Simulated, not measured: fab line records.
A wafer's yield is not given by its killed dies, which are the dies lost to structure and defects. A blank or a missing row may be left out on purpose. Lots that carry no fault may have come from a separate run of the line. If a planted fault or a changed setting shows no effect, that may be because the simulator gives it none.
fab line records	flow n5Finfet
record: lots: 5	wafers: 15	lastDay: 16
route steps=1938 shown BEOL_M12@1627 PASSIVATION@1936
lots with no fault: from the same line, run without faults
startH: hours from the record's opening day to when the first of the lot's shown wafers began	waitH: hours since the lot's step before	" repeats the value in the row above	L1.1+2: one row covering several wafers at once	- no value, or no start was given	* or withheld: withheld	< > ~ a bound
route shown NAME@n: NAME is a module with steps in the file, n the number in the route of the first one	usual: mean/standard deviation of fault-free wafers	same: alike in all rows	chamber/n: place in a boat	sites: per-site readings	_std_site: the standard deviation of these	_edge_site: inner sites' mean taken away from outer sites' mean	radiusMm: for every site, how far away it sits from the centre of the wafer	mask NAME#n: copy n	behind: the most recent tool/chamber to have shaped the wafer	hold: the reason the lot was held/the length of the hold in hours/how it ended	device: transistor that didn't switch, given as n, p or np	end of line: the route-end tests of the same wafers	step lacking rows: just its recipe	killed: dies that structure and defects cost at the first sort, which is not the same as the wafer's yield	map: dies across one wafer; x = killed, . = not, _ = none there
set.NAME: the run value of the setting; set.NAME@STEP: its run value at that earlier step	model.NAME: the simulator's own value behind a step, which no gauge read
certain route steps with their lots: each step a table, each wafer a row
services: a tool's chamber out of use, with start hour (startH, from the record's first day; less than 0 if before it), hours out, and reason
== steps ==
step: N5_BEOL_M12_SOFTBAKE_23
recipe: tempC: 130	timeS: 60
step: N5_BEOL_M12_EXPOSE_25
recipe: maskId: M12	na: 0.93	sourceShape: conventional	sigmaOuter: 0.4	polarization: unpolarized	doseMj: 21.8
step: N5_BEOL_M12_PEB_26
recipe: pebTempC: 130	pebTimeS: 90
step: N5_BEOL_M12_DEVELOP_27
recipe: developTimeS: 45	rinseLiquid: diw	dry: airSpin	devTempC: 21
step: N5_BEOL_M12_HARDBAKE_32
recipe: tempC: 130	timeS: 120
step: N5_BEOL_M12_CD_MEAS_28
recipe: targetCdNm: 160.2	landingEnergyEv: 500	detector: seInlens	polarity: opening
usual: cdNm: 160.2/1.8
lot.wafer	tool	chamber	startH	waitH	cdNm
L642.2	cdSem-01	0	243.34	-	159.2
L642.4	"	0	"	"	162.2
L642.6	"	0	"	"	161.4
L646.1	cdSem-03	0	263.13	-	160.7
L646.2	"	0	"	"	159.2
L646.5	"	0	"	"	160.3
L654.1	cdSem-01	0	327.77	-	163.4
L654.3	"	0	"	"	161.0
L654.4	"	0	"	"	159.6
L657.1	cdSem-03	0	335.99	-	161.6
L657.3	"	0	"	"	159.8
L657.4	"	0	"	"	160.4
L661.2	cdSem-02	0	355.68	-	158.8
L661.5	"	0	"	"	158.5
L661.6	"	0	"	"	157.0
step: N5_BEOL_M12_OVL_MEAS_29
recipe: pointsPerWafer: 44
usual: M12_OVL: 4/5.6
lot.wafer	tool	chamber	startH	waitH	M12_OVL[nm]
L642.2	overlay-02	0	243.37	0.0	-1
L642.4	"	0	"	"	-1
L642.6	"	0	"	"	0
L646.1	overlay-01	0	263.16	0.0	10
L646.2	"	0	"	"	6
L646.5	"	0	"	"	9
L654.1	overlay-01	0	327.80	0.0	6
L654.3	"	0	"	"	-5
L654.4	"	0	"	"	-4
L657.1	overlay-02	0	336.02	0.0	3
L657.3	"	0	"	"	-2
L657.4	"	0	"	"	-6
L661.2	overlay-02	0	355.71	0.0	19
L661.5	"	0	"	"	15
L661.6	"	0	"	"	17
step: N5_BEOL_M12_INSPECT_30
recipe: mode: adi	inspectInstrument: macro
usual: rawDefectCount: 2.0/1.5
lot.wafer	tool	chamber	startH	waitH	rawDefectCount
L642.2	defectInspect-01	-	243.39	0.0	3
L642.4	"	-	"	"	0
L642.6	"	-	"	"	1
L646.1	defectInspect-01	-	263.18	0.0	1
L646.2	"	-	"	"	3
L646.5	"	-	"	"	3
L654.1	defectInspect-02	-	327.82	0.0	3
L654.3	"	-	"	"	1
L654.4	"	-	"	"	2
L657.1	defectInspect-02	-	336.05	0.0	3
L657.3	"	-	"	"	5
L657.4	"	-	"	"	3
L661.2	defectInspect-02	-	355.74	0.0	3
L661.5	"	-	"	"	4
L661.6	"	-	"	"	1
step: N5_BEOL_M12_DESCUM_33
recipe: chemistry: O2	timeS: 7.9	sourcePowerW: 50	biasPowerW: 20	pressureMtorr: 20	rfFrequencyHz: 2.712e+07	tempC: 40	o2FlowSccm: 225
usual: biasPowerW: 20.00/0.057	drypumpMotorCurrentA: 5.6/0.58	oesProductAu: 0.83/0.082	rfVppV: 243.4/1.6	showerheadPlenumPTorr: 2.12/0.084	tempC: 40.00/0.11	throttleValvePct: 20.29/0.3
lot.wafer	tool	chamber	startH	waitH	biasPowerW	drypumpMotorCurrentA	oesProductAu	rfHoursCounterH	rfVppV	showerheadPlenumPTorr	tempC	throttleValvePct
L642.2	rieDiel-05	0	243.71	0.3	20.04	5.3	0.78	132	241.7	2.01	40.00	20.16
L642.4	"	3	"	"	20.11	5.4	0.94	11	243.5	2.07	40.15	20.12
L642.6	"	1	"	"	20.01	4.8	0.86	-	241.7	2.05	39.98	19.83
L646.1	rieDiel-06	0	263.21	0.0	20.01	5.0	0.87	78	244.7	2.21	40.20	20.12
L646.2	"	3	"	"	19.98	6.6	0.69	240	244.0	2.18	40.03	20.90
L646.5	"	1	"	"	20.03	5.1	0.93	-	241.7	2.05	40.09	20.05
L654.1	rieDiel-05	0	327.86	0.0	19.95	5.3	0.75	162	241.4	2.00	40.21	20.22
L654.3	"	3	"	"	19.93	5.4	0.87	40	243.0	2.06	40.02	20.18
L654.4	"	0	"	"	20.00	5.2	0.75	-	242.0	2.00	40.13	20.21
L657.1	rieDiel-06	0	336.08	0.0	19.96	5.0	0.82	107	244.9	2.20	39.96	20.15
L657.3	"	1	"	"	19.94	5.1	0.86	38	243.1	2.04	39.84	20.09
L657.4	"	2	"	"	20.10	6.5	0.93	15	246.1	2.25	40.00	20.86
L661.2	rieDiel-06	2	355.84	0.1	20.09	6.4	0.92	23	248.1	2.24	39.83	20.87
L661.5	"	3	"	"	19.93	6.6	0.97	-	243.6	2.17	40.18	20.51
L661.6	"	0	"	"	20.02	5.0	0.82	-	245.0	2.20	39.99	20.16
step: N5_BEOL_M12_ETCH_67
recipe: chemistry: CF4	target: SiARC	targetDepthA: 1430	timeS: 238.3	ionEnergyEv: 80	pressureMtorr: 40	sourceW: 545	biasW: 36	Ar_flow_sccm: 100	cf4FlowSccm: 100	ends: cleared
step: N5_BEOL_M12_ETCH_68
recipe: chemistry: N2/H2	target: SOC	maskMaterial: SiARC	sourceW: 3000	biasW: 350	tempC: 40	timeS: 285	ionEnergyEv: 200	pressureMtorr: 30	n2FlowSccm: 200	h2FlowSccm: 200
usual: drypumpMotorCurrentA: 5.6/0.58	oesProductAu: 0.83/0.079	rfVppV: 524.4/2.8	showerheadPlenumPTorr: 2.56/0.094	tempC: 40.01/0.1	throttleValvePct: 17.55/0.26
lot.wafer	tool	chamber	startH	waitH	drypumpMotorCurrentA	oesProductAu	rfHoursCounterH	rfVppV	showerheadPlenumPTorr	tempC	throttleValvePct
L642.2	rieDiel-05	0	243.89	0.1	5.3	0.77	132	520.0	2.45	39.97	17.63
L642.4	"	3	"	"	5.4	0.92	11	522.3	2.50	40.23	17.42
L642.6	"	1	"	"	4.9	0.86	-	522.1	2.48	39.92	17.10
L646.1	rieDiel-06	0	263.40	0.1	5.0	0.85	78	527.4	2.69	39.89	17.43
L646.2	"	3	"	"	6.7	0.70	240	527.0	2.59	40.04	17.91
L646.5	"	1	"	"	5.1	0.92	-	522.0	2.49	40.20	17.32
L654.1	rieDiel-05	0	328.04	0.1	5.3	0.75	162	519.4	2.44	40.05	17.66
L654.3	"	3	"	"	5.4	0.87	40	522.9	2.49	39.98	17.47
L654.4	"	0	"	"	5.3	0.75	-	520.1	2.44	39.87	17.67
L657.1	rieDiel-06	0	336.26	0.1	5.0	0.82	107	526.8	2.68	40.14	17.47
L657.3	"	1	"	"	5.1	0.86	38	520.7	2.48	39.95	17.38
L657.4	"	2	"	"	6.4	0.92	15	529.0	2.70	40.17	17.94
L661.2	rieDiel-06	2	356.03	0.1	6.5	0.90	23	528.8	2.70	39.83	17.95
L661.5	"	3	"	"	6.7	0.96	-	525.2	2.58	40.01	17.51
L661.6	"	0	"	"	5.0	0.81	-	528.1	2.67	39.93	17.47
step: N5_BEOL_M12_STRIP_69
recipe: chemistry: N2/H2	tempC: 40	n2FlowSccm: 200	h2FlowSccm: 200	rfFrequencyHz: 6e+07
step: N5_BEOL_M12_TRENCH_ETCH_34
recipe: chemistry: C4F8/O2/Ar	target: SiOC	targetDepthA: 3189.5	maskMaterial: SOC	pressureMtorr: 30	sourceW: 3000	biasW: 700	Ar_flow_sccm: 400	C4F8_flow_sccm: 15	O2_flow_sccm: 8	heInnerTorr: 15	heOuterTorr: 30	timeS: 125.5	ionEnergyEv: 250
usual: drypumpMotorCurrentA: 5.6/0.58	heInnerTorr: 15.00/0.031	oesProductAu: 0.83/0.081	rfVppV: 666/3.5	showerheadPlenumPTorr: 3.44/0.11	throttleValvePct: 24.0/0.32
lot.wafer	tool	chamber	startH	waitH	drypumpMotorCurrentA	heInnerTorr	oesProductAu	rfHoursCounterH	rfVppV	showerheadPlenumPTorr	throttleValvePct	model.etch.depthNm
L642.2	rieDiel-05	0	244.07	0.0	5.2	15.05	0.77	132	661	3.33	24.1	317.6
L642.4	"	3	"	"	5.4	14.97	0.92	11	664	3.38	23.9	314.6
L642.6	"	1	"	"	4.9	14.98	0.86	-	662	3.33	23.5	317.1
L646.1	rieDiel-06	0	263.58	0.0	5.0	15.01	0.86	79	671	3.59	23.9	322.7
L646.2	"	3	"	"	6.7	15.00	0.69	240	668	3.48	24.3	315.9
L646.5	"	1	"	"	5.1	14.93	0.93	-	664	3.35	23.8	326.8
L654.1	rieDiel-05	0	328.22	0.0	5.3	15.05	0.75	162	662	3.31	24.1	319.2
L654.3	"	3	"	"	5.4	15.02	0.87	40	662	3.36	24.0	317.1
L654.4	"	0	"	"	5.3	15.02	0.76	-	662	3.31	24.1	300.2
L657.1	rieDiel-06	0	336.44	0.0	5.0	14.99	0.81	107	669	3.58	23.9	316.6
L657.3	"	1	"	"	5.1	14.98	0.86	38	663	3.33	23.8	326.6
L657.4	"	2	"	"	6.5	14.93	0.93	15	671	3.65	24.7	324.1
L661.2	rieDiel-06	2	356.21	0.0	6.4	14.96	0.92	23	673	3.64	24.7	324.4
L661.5	"	3	"	"	6.6	15.00	0.98	-	667	3.46	24.0	333.5
L661.6	"	0	"	"	5.0	15.04	0.81	-	669	3.57	23.9	322.4
step: N5_BEOL_M12_STRIP_70
recipe: chemistry: C4F8/O2/Ar	resist: SiARC	rfFrequencyHz: 6e+07
step: N5_BEOL_M12_OCD_MEAS_35
usual: trenchDepthNm: 318/6.5
lot.wafer	tool	chamber	startH	waitH	trenchDepthNm
L642.2	ocd-01	-	244.23	0.0	318
L642.4	"	-	"	"	315
L642.6	"	-	"	"	317
L646.1	ocd-02	-	263.73	0.0	322
L646.2	"	-	"	"	316
L646.5	"	-	"	"	327
L654.1	ocd-01	-	328.37	0.0	319
L654.3	"	-	"	"	316
L654.4	"	-	"	"	300
L657.1	ocd-01	-	336.60	0.0	317
L657.3	"	-	"	"	326
L657.4	"	-	"	"	324
L661.2	ocd-01	-	356.36	0.0	325
L661.5	"	-	"	"	333
L661.6	"	-	"	"	322
step: N5_BEOL_M12_STRIP_37
recipe: chemistry: N2/H2	powerW: 1000	tempC: 250	h2Frac: 0.65	overashFraction: 0.3	pressureMtorr: withheld	n2FlowSccm: 1750	h2FlowSccm: 3250
usual: drypumpMotorCurrentA: 5.36/0.22	heaterPowerW: 308/24	oesProductAu: 0.791/0.0096	tempC: 250.02/0.18
lot.wafer	tool	chamber	startH	waitH	drypumpMotorCurrentA	heaterPowerW	oesProductAu	rfHoursCounterH	tempC
L642.2	plasmaAsher-01	1	244.27	0.0	5.35	337	0.792	76	250.03
L642.4	"	0	"	"	5.64	287	0.796	-	249.97
L642.6	"	0	"	"	5.63	279	0.767	-	250.10
L646.1	plasmaAsher-01	1	263.77	0.0	5.31	335	0.791	81	249.78
L646.2	"	0	"	"	5.65	281	0.801	81	249.99
L646.5	"	1	"	"	5.32	335	0.789	-	250.15
L654.1	plasmaAsher-01	0	328.41	0.0	5.68	276	0.790	96	250.06
L654.3	"	0	"	"	5.66	284	0.785	-	249.84
L654.4	"	1	"	"	5.35	333	0.797	-	250.03
L657.1	plasmaAsher-02	1	336.64	0.0	5.38	295	0.791	130	250.00
L657.3	"	0	"	"	5.01	314	0.792	-	250.15
L657.4	"	1	"	"	5.37	289	0.804	-	249.93
L661.2	plasmaAsher-01	1	356.40	0.0	5.36	344	0.784	103	250.04
L661.5	"	0	"	"	5.57	280	0.774	-	249.93
L661.6	"	1	"	"	5.36	335	0.805	-	250.15
step: N5_BEOL_M12_ETCH_38
recipe: chemistry: CF4/N2	target: SiCN	targetDepthA: 687	taperDeg: 2	timeS: 73.4	ionEnergyEv: 150	maskMaterial: SiO2	pressureMtorr: 40	sourceW: 430	biasW: 70	Ar_flow_sccm: 100	cf4FlowSccm: 60	n2FlowSccm: 60
usual: drypumpMotorCurrentA: 5.5/0.53	oesProductAu: 0.82/0.074	rfVppV: 382.3/1.9	showerheadPlenumPTorr: 2.21/0.072	throttleValvePct: 15.21/0.22
lot.wafer	tool	chamber	startH	waitH	drypumpMotorCurrentA	oesProductAu	rfHoursCounterH	rfVppV	showerheadPlenumPTorr	throttleValvePct
L642.2	rieDiel-06	1	244.39	-	5.1	0.98	1	380.3	2.17	15.04
L642.4	"	3	"	"	6.6	0.68	234	382.9	2.26	15.71
L642.6	"	2	"	"	6.4	0.70	-	379.0	2.09	16.07
L646.1	rieDiel-05	0	264.21	-	5.2	0.75	140	379.9	2.13	15.21
L646.2	"	3	"	"	5.4	0.89	17	381.6	2.17	15.03
L646.5	"	2	"	"	5.6	0.75	-	383.4	2.21	15.41
L654.1	rieDiel-06	2	330.61	-	6.5	0.94	13	384.8	2.35	15.64
L654.3	"	1	"	"	5.1	0.89	35	381.7	2.16	15.11
L654.4	"	3	"	"	6.6	0.98	5	383.6	2.25	15.26
L657.1	rieDiel-05	0	337.46	-	5.3	0.73	165	380.2	2.12	15.27
L657.3	"	1	"	"	4.9	0.83	-	381.2	2.15	14.95
L657.4	"	0	"	"	5.3	0.73	-	379.5	2.12	15.25
L661.2	rieDiel-06	3	357.58	-	6.6	0.94	16	383.6	2.24	15.27
L661.5	"	0	"	"	4.9	0.82	-	384.7	2.31	15.21
L661.6	"	1	"	"	5.1	0.86	-	381.9	2.15	15.12
step: N5_BEOL_M12_PRECLEAN_39
recipe: chemistry: residueRemover	timeS: 60	tempC: 40
step: N5_BEOL_M12_SRD_40
recipe: timeS: 30	tempC: 23	rinseLiquid: diw	dry: n2Spin	spinRpm: 1500	dryTimeS: 30
step: N5_BEOL_M12_DEGAS_41
recipe: ambient: vacuum	tempC: 250	timeS: 60
step: N5_BEOL_M12_PRE_CLEAN_42
recipe: gas: H2/He	timeS: 30	tempC: 250
step: N5_BEOL_M12_SPUTTER_43
recipe: material: TaN	targetThkA: 150	tempC: 50	biasV: 168.6	powerW: 15000	chamberPressurePa: 0.12	timeS: 24.19
step: N5_BEOL_M12_SPUTTER_44
recipe: material: Ta	targetThkA: 100	tempC: 50	biasV: 80	powerW: 15000	chamberPressurePa: 0.07	timeS: 16.13
step: N5_BEOL_M12_SPUTTER_45
recipe: material: Cu	targetThkA: 800	tempC: -20	biasV: 60	powerW: 26000	chamberPressurePa: 0.13	timeS: 13.33
step: N5_BEOL_M12_ECD_47
recipe: material: Cu	targetThkA: 7200
step: N5_BEOL_M12_ANNEAL_48
recipe: tempC: 225	timeS: 90	ambient: N2
usual: wafer_temp_C_max: 226.3/0.35
lot.wafer	tool	chamber	startH	waitH	wafer_temp_C_max
L642.2	rtpAnneal-01	0	245.92	0.3	226.7
L642.4	"	0	"	"	226.2
L642.6	"	0	"	"	225.7
L646.1	rtpAnneal-01	0	265.11	0.1	226.0
L646.2	"	0	"	"	226.3
L646.5	"	0	"	"	226.1
L654.1	rtpAnneal-02	0	332.08	0.1	226.4
L654.3	"	0	"	"	226.3
L654.4	"	0	"	"	226.1
L657.1	rtpAnneal-02	0	339.89	1.7	226.8
L657.3	"	0	"	"	226.7
L657.4	"	0	"	"	226.5
L661.2	rtpAnneal-02	0	358.57	0.1	226.0
L661.5	"	0	"	"	226.3
L661.6	"	0	"	"	227.0
step: N5_BEOL_M12_CMP_49
recipe: stopOn: SiOC	tOverpolishS: 20.6	downForcePsi: 1	platenRpm: 50	clearingPlatenDownForcePsi: 1.5	clearingPlatenRpm: 50	postCmpClean: cuAlkaline	targetThkNm: 320	clearingPlatenPadVelocityMS: 0.99484	padVelocityMS: 0.99484
usual: barrierFieldEndpointS: 30.0/0.67	clearingPlatenDownForcePsi: 1.500/0.0031	motorCurrentA: 6.0/0.39	overpolishRunS: 20.601/0.0096
lot.wafer	tool	chamber	startH	waitH	barrierFieldEndpointS	clearingPlatenDownForcePsi	motorCurrentA	overpolishRunS	model.Cu_of_BEOL_M12_ECD_47.thkNm
L642.2	cmp-04	1	246.17	0.2	29.4	1.499	5.8	20.586	317.6
L642.4	"	2	"	"	29.6	1.498	5.5	20.601	314.6
L642.6	"	2	"	"	30.1	1.494	5.5	20.602	316.4
L646.1	cmp-04	2	265.44	0.3	30.9	1.500	5.5	20.610	322.6
L646.2	"	0	"	"	30.6	1.496	6.0	20.621	316.4
L646.5	"	1	"	"	30.1	1.503	6.1	20.604	327.2
L654.4	cmp-02	2	332.37	0.1	31.2	1.502	5.8	20.589	301.8
L654.3	"	3	"	"	31.0	1.498	6.9	20.596	318.2
L654.1	"	1	"	"	30.6	1.500	6.6	20.615	321.8
L657.3	cmp-02	3	340.66	0.6	29.7	1.499	6.5	20.594	328.2
L657.1	"	1	"	"	29.9	1.497	6.5	20.619	318.6
L657.4	"	2	"	"	29.3	1.503	5.5	20.594	326.4
L661.2	cmp-04	1	358.82	0.2	29.8	1.505	5.7	20.582	326
L661.6	"	1	"	"	30.3	1.504	5.6	20.619	324.4
L661.5	"	2	"	"	30.2	1.505	5.6	20.585	335.4
step: N5_BEOL_M12_THK_MEAS_50
recipe: thkMeasGauge: xrf	reads: Cu_of_BEOL_M12_ECD_47
usual: M12_THK: 313/7.2
lot.wafer	tool	chamber	startH	waitH	M12_THK[nm]
L642.2	filmMetro-01	-	246.46	-	307
L642.4	"	-	"	"	306
L642.6	"	-	"	"	308
L646.1	filmMetro-01	-	265.70	-	316
L646.2	"	-	"	"	310
L646.5	"	-	"	"	320
L654.1	filmMetro-02	-	332.67	-	315
L654.3	"	-	"	"	311
L654.4	"	-	"	"	295
L657.1	filmMetro-01	-	341.04	-	315
L657.3	"	-	"	"	324
L657.4	"	-	"	"	322
L661.2	filmMetro-02	-	359.11	-	326
L661.5	"	-	"	"	334
L661.6	"	-	"	"	325
step: N5_PASSIVATION_PROBE_49
usual: defectLimitedYield: 91.2/1.6	killed_at_M0_to_M3: 34/11	killed_at_M4_up: 14/5.7	killedAtContacts: 14/6.6	killedAtFrontEnd: 37/10	killedAtOther: 4/3.2	killedDies: 104/19	killedOpen: 69/13	killedShort: 33/8.7	sort_bin_5_function: 5.1/1	sort_bin_6_memory: 3.3/0.76	sort_bin_8_speed: 0.00/0.016	sortNPass: 1076/19	sortYieldPct: 91.2/1.6
same: grossDies: 1180	killedAtBackSide: 0	sort_bin_4_leakage[%]: 0
lot.wafer	tool	chamber	startH	waitH	defectLimitedYield[%]	killed_at_M0_to_M3	killed_at_M4_up	killedAtContacts	killedAtFrontEnd	killedAtOther	killedDies	killedOpen	killedShort	sort_bin_5_function[%]	sort_bin_6_memory[%]	sort_bin_8_speed[%]	sortNPass	sortYieldPct[%]
L642.2	prober-01	-	275.85	0.1	93.2	29	4	11	32	4	80	56	24	4.2	2.4	0	1100	93.2
L642.4	prober-01	-	275.95	0.2	94.2	18	12	6	31	2	69	46	23	3.4	2.2	0	1111	94.2
L642.6	prober-01	-	276.05	0.3	91.3	28	14	16	45	0	103	80	23	5.3	3.1	0	1077	91.3
L646.1	prober-01	-	297.39	0.0	93.1	27	7	18	26	4	82	61	21	3.6	3.1	0	1098	93.1
L646.2	prober-01	-	297.44	0.1	91.6	23	8	13	44	11	99	67	32	5.0	3.1	0	1081	91.6
L646.5	prober-01	-	297.59	0.2	91.1	27	12	25	35	6	105	72	33	5.7	3.2	0	1075	91.1
L654.1	prober-02	-	366.69	0.0	89.4	50	12	14	41	8	125	87	35	6.6	3.8	0	1055	89.4
L654.3	prober-02	-	366.79	0.1	88.7	59	23	15	31	5	133	87	45	6.2	4.6	0.08	1047	88.7
L654.4	prober-02	-	366.84	0.2	87.2	47	12	21	61	10	151	101	48	7.8	4.7	0	1029	87.2
L657.1	prober-02	-	379.08	0.0	91.6	36	15	6	39	3	99	71	27	4.8	3.3	0	1081	91.6
L657.3	prober-02	-	379.18	0.1	92.2	40	14	5	31	2	92	71	21	5.0	2.5	0	1088	92.2
L657.4	prober-02	-	379.23	0.2	91.7	40	5	16	37	0	98	60	35	5.2	2.9	0	1082	91.7
L661.2	prober-02	-	394.98	0.1	91.4	40	19	8	35	0	102	63	33	4.6	3.7	0	1078	91.4
L661.5	prober-02	-	395.13	0.2	91.4	42	18	15	20	7	102	72	26	5.3	3.1	0	1078	91.4
L661.6	prober-02	-	395.18	0.3	92.5	30	25	7	19	7	88	61	26	4.4	2.9	0	1092	92.5
killed by level:class
L642.2 STI_FIN_REVEAL:geometricParticle:open=18 BEOL_M1:geometricParticle:open=9 MOL_CONTACT_COAG:geometricParticle:open=8 BEOL_M0_SAQP:geometricParticle:open=4 BEOL_M3:geometricParticle:open=4 STI_FIN_REVEAL:geometricParticle:short=3 MOL_CONTACT_COAG:geometricParticle:short=3 BEOL_M1:geometricParticle:short=3
L642.4 FIN_SAQP:geometricParticle:short=10 STI_FIN_REVEAL:geometricParticle:open=7 MOL_CONTACT_COAG:geometricParticle:open=6 BEOL_M4:geometricParticle:open=6 FIN_SAQP:geometricParticle:open=5 BEOL_M0_SAQP:geometricParticle:open=5 BEOL_M1:geometricParticle:open=5 DUMMY_GATE:geometricParticle:open=4
L642.6 STI_FIN_REVEAL:geometricParticle:open=21 MOL_CONTACT_COAG:geometricParticle:open=12 FIN_SAQP:geometricParticle:open=9 BEOL_M4:geometricParticle:open=9 BEOL_M2:geometricParticle:open=5 FIN_SAQP:geometricParticle:short=4 BEOL_M0_SAQP:geometricParticle:open=4 MOL_CONTACT_COAG:geometricParticle:short=4
L646.1 MOL_CONTACT_COAG:geometricParticle:open=16 BEOL_M3:geometricParticle:open=10 STI_FIN_REVEAL:geometricParticle:open=7 FIN_SAQP:geometricParticle:open=6 BEOL_M0_SAQP:geometricParticle:open=3 BEOL_M1:geometricParticle:short=3 BEOL_M1:geometricParticle:open=3 FIN_SAQP:geometricParticle:short=2
L646.2 MOL_CONTACT_COAG:geometricParticle:open=11 FIN_SAQP:geometricParticle:open=9 GATE_CUT:geometricParticle:short=9 BEOL_M1:geometricParticle:open=7 STI_FIN_REVEAL:geometricParticle:open=6 STARTING-WAFER:geometricParticle:open=6 PASS1_CAP:geometricParticle:short=5 GATE_CUT:geometricParticle:open=4
L646.5 MOL_CONTACT_COAG:geometricParticle:open=18 STI_FIN_REVEAL:geometricParticle:open=13 BEOL_M1:geometricParticle:open=10 BEOL_M4:geometricParticle:open=8 MOL_CONTACT_COAG:geometricParticle:short=7 BEOL_M3:geometricParticle:open=6 FIN_SAQP:geometricParticle:short=4 FIN_SAQP:geometricParticle:open=3
L654.1 MOL_CONTACT_COAG:geometricParticle:open=13 STI_FIN_REVEAL:geometricParticle:open=12 BEOL_M3:geometricParticle:open=12 BEOL_M0_SAQP:geometricParticle:open=10 BEOL_M0_SAQP:geometricParticle:short=9 BEOL_M4:geometricParticle:open=9 FIN_SAQP:geometricParticle:open=7 BEOL_M2:geometricParticle:open=6
L654.3 BEOL_M0_SAQP:geometricParticle:open=18 BEOL_M0_SAQP:geometricParticle:short=16 BEOL_M4:geometricParticle:open=15 MOL_CONTACT_COAG:geometricParticle:open=12 STI_FIN_REVEAL:geometricParticle:open=7 FIN_SAQP:geometricParticle:short=6 BEOL_M2:geometricParticle:open=6 BEOL_M3:geometricParticle:open=6
L654.4 MOL_CONTACT_COAG:geometricParticle:open=19 BEOL_M0_SAQP:geometricParticle:open=13 BEOL_M1:geometricParticle:open=13 GATE_CUT:geometricParticle:open=9 FIN_SAQP:geometricParticle:open=8 STI_FIN_REVEAL:geometricParticle:open=8 BEOL_M4:geometricParticle:open=8 BEOL_M1:geometricParticle:short=7
L657.1 BEOL_M2:geometricParticle:open=11 BEOL_M3:geometricParticle:open=9 FIN_SAQP:geometricParticle:open=8 FIN_SAQP:geometricParticle:short=8 BEOL_M1:geometricParticle:open=6 GATE_CUT:geometricParticle:short=5 BEOL_M4:geometricParticle:open=5 BEOL_M7:geometricParticle:open=5
L657.3 BEOL_M3:geometricParticle:open=13 FIN_SAQP:geometricParticle:open=9 BEOL_M1:geometricParticle:open=8 BEOL_M0_SAQP:geometricParticle:open=7 BEOL_M8:geometricParticle:open=5 DUMMY_GATE:geometricParticle:open=4 MOL_CONTACT_COAG:geometricParticle:open=4 BEOL_M0_SAQP:geometricParticle:short=4
L657.4 MOL_CONTACT_COAG:geometricParticle:open=14 BEOL_M3:geometricParticle:open=9 BEOL_M0_SAQP:geometricParticle:short=8 BEOL_M2:geometricParticle:open=7 FIN_SAQP:geometricParticle:open=6 STI_FIN_REVEAL:geometricParticle:short=5 GATE_CUT:geometricParticle:open=5 FIN_SAQP:geometricParticle:short=4
L661.2 BEOL_M2:geometricParticle:open=10 FIN_SAQP:geometricParticle:open=6 MOL_CONTACT_COAG:geometricParticle:open=6 BEOL_M4:geometricParticle:open=6 BEOL_M0:geometricParticle:short=5 BEOL_M4:geometricParticle:short=4 GATE_CUT:geometricParticle:short=4 BEOL_M0_SAQP:geometricParticle:short=4
L661.5 MOL_CONTACT_COAG:geometricParticle:open=15 BEOL_M1:geometricParticle:open=11 BEOL_M4:geometricParticle:open=10 BEOL_M0_SAQP:geometricParticle:short=8 BEOL_M2:geometricParticle:open=7 FIN_SAQP:geometricParticle:open=5 STI_FIN_REVEAL:geometricParticle:open=5 BEOL_M1:geometricParticle:short=5
L661.6 BEOL_M4:geometricParticle:open=12 BEOL_M3:geometricParticle:open=8 STI_FIN_REVEAL:geometricParticle:open=7 MOL_CONTACT_COAG:geometricParticle:open=5 FIN_SAQP:geometricParticle:open=4 BEOL_M0_SAQP:geometricParticle:open=4 BEOL_M0_SAQP:geometricParticle:short=4 BEOL_M1:geometricParticle:open=4
== services ==
tool	chamber	startH	hours	kind
rieDiel-06	1	223.23	-	clean
rieDiel-06	1	223.23	-	consumableReplace:focusRing
rieDiel-06	1	223.23	18.1	scheduledDown
rieDiel-06	1	223.23	18.1	ventCycle
cmp-02	-	237.89	4.0	pm
rtpAnneal-02	-	238.50	0.8	pm
cmp-02	-	245.71	4.2	repair
rieDiel-05	-	250.18	0.4	repair
cmp-04	-	278.21	0.4	repair
rieDiel-06	2	280.14	-	clean
rieDiel-06	2	280.14	-	consumableReplace:focusRing
rieDiel-06	2	280.14	-	consumableReplace:showerhead
cmp-02	-	283.57	2.2	repair
cmp-02	-	298.87	3.1	repair
plasmaAsher-02	-	312.37	4.3	pm
cmp-02	-	320.60	7.2	pm
plasmaAsher-02	-	323.41	2.8	repair
rieDiel-05	2	325.98	13.5	repair
rieDiel-05	-	330.64	3.9	repair
cmp-02	-	334.81	0.5	repair
rtpAnneal-01	-	336.27	2.5	pm
rieDiel-05	3	336.29	3.1	repair
cmp-04	-	337.08	5.0	pm
cmp-02	-	341.57	5.1	pm
== key ==
firstSign none at tools or gauges
modelEffect: step: N5_BEOL_M12_TRENCH_ETCH_34	value: etch.depthNm	without: 320.8	struck: 300.2
modelEffect: step: N5_BEOL_M12_CMP_49	value: Cu_of_BEOL_M12_ECD_47.thkNm	without: 322.4	struck: 301.8
metAt N5_BEOL_M12_TRENCH_ETCH_34
struckWafers L654.4
onsetBetween 244.07 328.22
fault: kind: processParameterDrift	tool: rieDiel-05	chamber: -	onsetH: 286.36	steps: N5_BEOL_M12_TRENCH_ETCH_34	channel: targetDepthA	offset: -204.81	shape: step	endH: 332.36	scope: struckWafersOnly	actsIn: theseRecipesOnly	stated: 3189.5
